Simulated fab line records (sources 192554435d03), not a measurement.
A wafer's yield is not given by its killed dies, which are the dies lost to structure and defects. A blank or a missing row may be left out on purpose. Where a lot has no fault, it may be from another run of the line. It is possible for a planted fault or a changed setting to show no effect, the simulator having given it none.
fab line records	flow n5_finfet
record: lots: 6	wafers: 18	last_day: 18
route steps=1938 shown HKMG_FIN@416
lots that met no fault: taken from a fault-free run of the same line
start_h: start of the lot's first displayed wafer, in hours after the record's first day	wait_h: hours since the lot's step before	" the same as in the row above	L1.1+2: a single row standing in for several wafers	- no value, or no start was given	* or withheld: withheld	< > ~ a bound
route shown NAME@n: names a module that has steps shown in the file, with the first one's number in the route	usual: mean/standard deviation taken from wafers without a fault	same: alike in all rows	chamber/n: place in a boat	sites: per-site readings	_std_site: standard deviation across them	_edge_site: mean of outer sites minus mean of inner sites	radius_mm: how far each site lies from the wafer's centre	mask NAME#n: copy n	behind: the last tool/chamber to shape the wafer	hold: why the lot went on hold/how many hours it stayed there/how the hold came to an end	device: whichever transistor did not switch (one of n, p or np)	end of line: the same wafers' tests at the end of the route	a step without rows: its recipe alone	killed: count of dies lost to structure and defects at first sort (not the wafer's yield)	map: a wafer's dies, marking killed ones x, the rest . and places with no die _
set.NAME: the setting the step ran with; set.NAME@STEP: the setting that earlier step ran with	model.NAME: the simulator's own value behind a step, which no gauge read
a table for each step, a row for each wafer; lots at some steps of the route
services: the hour from which a tool's chamber was out of use, counted from the record's first day as start_h (under 0 if before that day), plus the number of hours and why
== steps ==
step: N5_HKMG_FIN_WET_ETCH_65
recipe: chemistry: TMAH	temp_c: 70	conc_wt_pct: 5	target: a-Si	stop_on: TiN	time_s: 49	target_depth_nm: 3
step: N5_HKMG_FIN_WET_ETCH_81
recipe: chemistry: SC1	target: TiN	stop_on: HfO2	mix: 1:1:5	temp_c: 60	time_s: 57	target_depth_nm: 6
step: N5_HKMG_FIN_WET_ETCH_82
recipe: chemistry: dHCl	mix: 1:10000	temp_c: 25	target: La2O3	stop_on: HfO2	target_depth_nm: 2	dry: ipa_marangoni	rinse_time_s: 30	rinse_temp_c: 23
step: N5_HKMG_FIN_ALD_36
recipe: material: TiN	target_thk_a: 10	temp_c: 400	ald_precursor_family: TiCl4	ald_co_reactant: NH3	pulse_time_s: 1	purge_time_s: 3	co_reactant_purge_time_s: 2	co_reactant_pulse_time_s: 2	ald_cycles: 47	pressure_torr: 3
usual: heater_power_w: 875/100	precursor_pulse_height_rel: 0.999/0.018
same: ald_cycles: 47	pulse_time_s: 1
lot.wafer	tool	chamber	start_h	wait_h	heater_power_w	precursor_pulse_height_rel
L305.1	ald_metal-03	0	114.66	0.0	728	0.964
L305.3	"	1	"	"	776	1.006
L305.6	"	1	"	"	796	1.020
L310.1	ald_metal-01	0	149.32	0.0	1017	0.996
L310.3	"	3	"	"	971	1.031
L310.4	"	2	"	"	877	0.979
L313.2	ald_metal-01	0	164.49	0.0	973	1.008
L313.3	"	2	"	"	872	0.971
L313.4	"	1	"	"	909	0.995
L316.4	ald_metal-01	2	181.87	0.0	839	1.009
L316.5	"	3	"	"	958	0.988
L316.6	"	0	"	"	1025	1.022
L317.1	ald_metal-02	1	189.92	0.0	731	0.982
L317.5	"	3	"	"	969	1.009
L317.6	"	0	"	"	787	1.005
L320.3	ald_metal-02	0	208.76	0.0	833	1.000
L320.5	"	2	"	"	829	1.001
L320.6	"	1	"	"	727	0.991
step: N5_HKMG_FIN_THK_MEAS_70
recipe: thk_meas_gauge: xrf	reads: HfO2_of_HKMG_FIN_HK_ALD_01
usual: HK_THK: 1.602/0.019
lot.wafer	tool	chamber	start_h	wait_h	HK_THK[nm]
L305.1	film_metro-02	-	114.94	0.2	1.580
L305.3	"	-	"	"	1.617
L305.6	"	-	"	"	1.602
L310.1	film_metro-02	-	149.60	0.2	1.600
L310.3	"	-	"	"	1.615
L310.4	"	-	"	"	1.610
L313.2	film_metro-02	-	164.77	0.2	1.625
L313.3	"	-	"	"	1.596
L313.4	"	-	"	"	1.580
L316.4	film_metro-02	-	182.15	0.2	1.600
L316.5	"	-	"	"	1.613
L316.6	"	-	"	"	1.598
L317.1	film_metro-01	-	190.20	0.2	1.584
L317.5	"	-	"	"	1.578
L317.6	"	-	"	"	1.579
L320.3	film_metro-01	-	209.04	0.2	1.589
L320.5	"	-	"	"	1.598
L320.6	"	-	"	"	1.588
step: N5_HKMG_FIN_PWFM_ALD_03
recipe: material: TiN	target_thk_a: 20	temp_c: 400	ald_precursor_family: TiCl4	ald_co_reactant: NH3	pulse_time_s: 1	purge_time_s: 3	co_reactant_purge_time_s: 2	co_reactant_pulse_time_s: 2	ald_cycles: 91	pressure_torr: 3
usual: heater_power_w: 866/110	precursor_pulse_height_rel: 0.998/0.02
same: ald_cycles: 91	pulse_time_s: 1
lot.wafer	tool	chamber	start_h	wait_h	heater_power_w	precursor_pulse_height_rel
L305.1	ald_metal-01	0	114.98	0.0	1003	0.993
L305.3	"	1	"	"	850	0.991
L305.6	"	1	"	"	890	1.018
L310.1	ald_metal-02	3	149.64	0.0	986	0.997
L310.3	"	2	"	"	849	1.003
L310.4	"	1	"	"	737	0.995
L313.2	ald_metal-03	2	164.81	0.0	910	1.013
L313.3	"	0	"	"	738	1.013
L313.4	"	1	"	"	788	0.996
L316.4	ald_metal-02	1	182.19	0.0	736	0.998
L316.5	"	0	"	"	818	0.997
L316.6	"	1	"	"	749	0.976
L317.1	ald_metal-01	0	190.23	0.0	983	0.985
L317.5	"	0	"	"	983	0.985
L317.6	"	3	"	"	974	1.004
L320.3	ald_metal-03	1	209.08	0.0	796	1.040
L320.5	"	0	"	"	711	0.986
L320.6	"	1	"	"	795	1.011
step: N5_HKMG_FIN_COAT_29
recipe: resist: SOC	temp_c: 250	time_s: 60	spin_rpm: 1500	resist_thk_nm: 300
step: N5_HKMG_FIN_COAT_30
recipe: resist: SiARC	temp_c: 220	time_s: 60	spin_rpm: 1500	resist_thk_nm: 35
step: N5_HKMG_FIN_COAT_06
recipe: resist: CAR-ArF	spin_rpm: 1500	resist_thk_nm: 90
step: N5_HKMG_FIN_EBR_08
recipe: solvent: PGMEA	ebr_width_mm: 1.5
step: N5_HKMG_FIN_SOFTBAKE_07
recipe: temp_c: 110	time_s: 60	resist: CAR-ArF
step: N5_HKMG_FIN_EXPOSE_09
recipe: mask_id: NWFM	na: 1.35	source_shape: conventional	sigma_outer: 0.8	polarization: unpolarized	dose_mj: 39.25
step: N5_HKMG_FIN_PEB_10
recipe: peb_temp_c: withheld	peb_time_s: 60	resist: CAR-ArF
usual: exhaust_pa: 44.8/0.92
lot.wafer	tool	chamber	start_h	wait_h	exhaust_pa
L305.1	litho_track-01	0	115.76	0.1	43.0
L305.3	"	0	"	"	44.3
L305.6	"	0	"	"	43.0
L310.1	litho_track-03	0	150.29	0.1	44.6
L310.3	"	0	"	"	46.5
L310.4	"	0	"	"	46.1
L313.2	litho_track-03	0	165.58	0.0	44.6
L313.3	"	0	"	"	45.9
L313.4	"	0	"	"	45.2
L316.4	litho_track-03	0	182.84	0.0	44.8
L316.5	"	0	"	"	44.7
L316.6	"	0	"	"	44.7
L317.1	litho_track-01	0	191.00	0.1	44.1
L317.5	"	0	"	"	43.6
L317.6	"	0	"	"	43.4
L320.3	litho_track-04	0	209.85	0.0	45.5
L320.5	"	0	"	"	45.2
L320.6	"	0	"	"	45.8
step: N5_HKMG_FIN_DEVELOP_11
recipe: develop_time_s: 30	developer: TMAH	resist: CAR-ArF	dev_temp_c: 23	rinse_liquid: diw	dry: air_spin
step: N5_HKMG_FIN_CD_MEAS_12
recipe: target_cd_nm: 92.8	landing_energy_ev: 500	detector: se_inlens
usual: cd_nm: 92.9/0.68
same: landing_energy_ev: 500
lot.wafer	tool	chamber	start_h	wait_h	cd_nm
L305.1	cd_sem-02	0	115.83	-	93.3
L305.3	"	0	"	"	93.7
L305.6	"	0	"	"	93.2
L310.1	cd_sem-01	0	150.35	-	93.0
L310.3	"	0	"	"	93.8
L310.4	"	0	"	"	92.6
L313.2	cd_sem-02	0	165.65	-	95.2
L313.3	"	0	"	"	95.1
L313.4	"	0	"	"	94.5
L316.4	cd_sem-02	0	182.90	-	96.4
L316.5	"	0	"	"	95.4
L316.6	"	0	"	"	95.5
L317.1	cd_sem-02	0	191.07	-	92.8
L317.5	"	0	"	"	92.5
L317.6	"	0	"	"	93.0
L320.3	cd_sem-02	0	209.92	-	92.1
L320.5	"	0	"	"	92.3
L320.6	"	0	"	"	92.9
step: N5_HKMG_FIN_OVL_MEAS_13
recipe: points_per_wafer: 44
usual: NWFM_OVL: 0.1/0.74
lot.wafer	tool	chamber	start_h	wait_h	NWFM_OVL[nm]
L305.1	overlay-01	0	115.86	0.0	0.2
L305.3	"	0	"	"	0.1
L305.6	"	0	"	"	0.8
L310.1	overlay-01	0	150.38	0.0	0.3
L310.3	"	0	"	"	-0.3
L310.4	"	0	"	"	-1.9
L313.2	overlay-02	0	165.68	0.0	-0.2
L313.3	"	0	"	"	-0.9
L313.4	"	0	"	"	0.1
L316.4	overlay-01	0	182.93	0.0	-0.1
L316.5	"	0	"	"	0.2
L316.6	"	0	"	"	-0.5
L317.1	overlay-02	0	191.10	0.0	1.0
L317.5	"	0	"	"	1.6
L317.6	"	0	"	"	1.2
L320.3	overlay-01	0	209.95	0.0	0.7
L320.5	"	0	"	"	1.0
L320.6	"	0	"	"	0.1
== services ==
tool	chamber	start_h	hours	kind
litho_track-03	-	106.77	-	consumable_replace:filter
ald_metal-03	3	111.82	10.4	repair
ald_metal-03	0	116.14	6.9	repair
ald_metal-02	2	122.63	26.2	repair
ald_metal-01	-	124.01	0.6	repair
ald_metal-01	-	125.38	2.8	pm
ald_metal-02	1	129.06	1.4	repair
ald_metal-03	-	137.82	8.7	pm
== key ==
first_sign: step: N5_HKMG_FIN_CD_MEAS_12	reading: cd_nm	direction: up	sigmas: 3.6	usual: 92.9	struck: 95.4	through: control_loop
effect none on later readings
met_at N5_HKMG_FIN_PEB_10
struck_wafers L313.2,L313.3,L313.4,L316.4,L316.5,L316.6
rows_end L313.2,L316.4,L316.5
loop_trim: step: N5_HKMG_FIN_EXPOSE_09	setting: dose	lots: L316
onset_between 150.29 165.58
also_fits N5_HKMG_FIN_ALD_36:ald_metal-01
fault: kind: process_parameter_drift	tool: litho_track-03	chamber: -	onset_h: 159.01	steps: N5_HKMG_FIN_PEB_10	channel: peb_temp_c	offset: withheld	shape: step	acts_in: *
rows_end: these wafers met a further fault down the route, and their rows from its step on are left out
loop_trim: a control loop set the setting to another value than it would have without faults
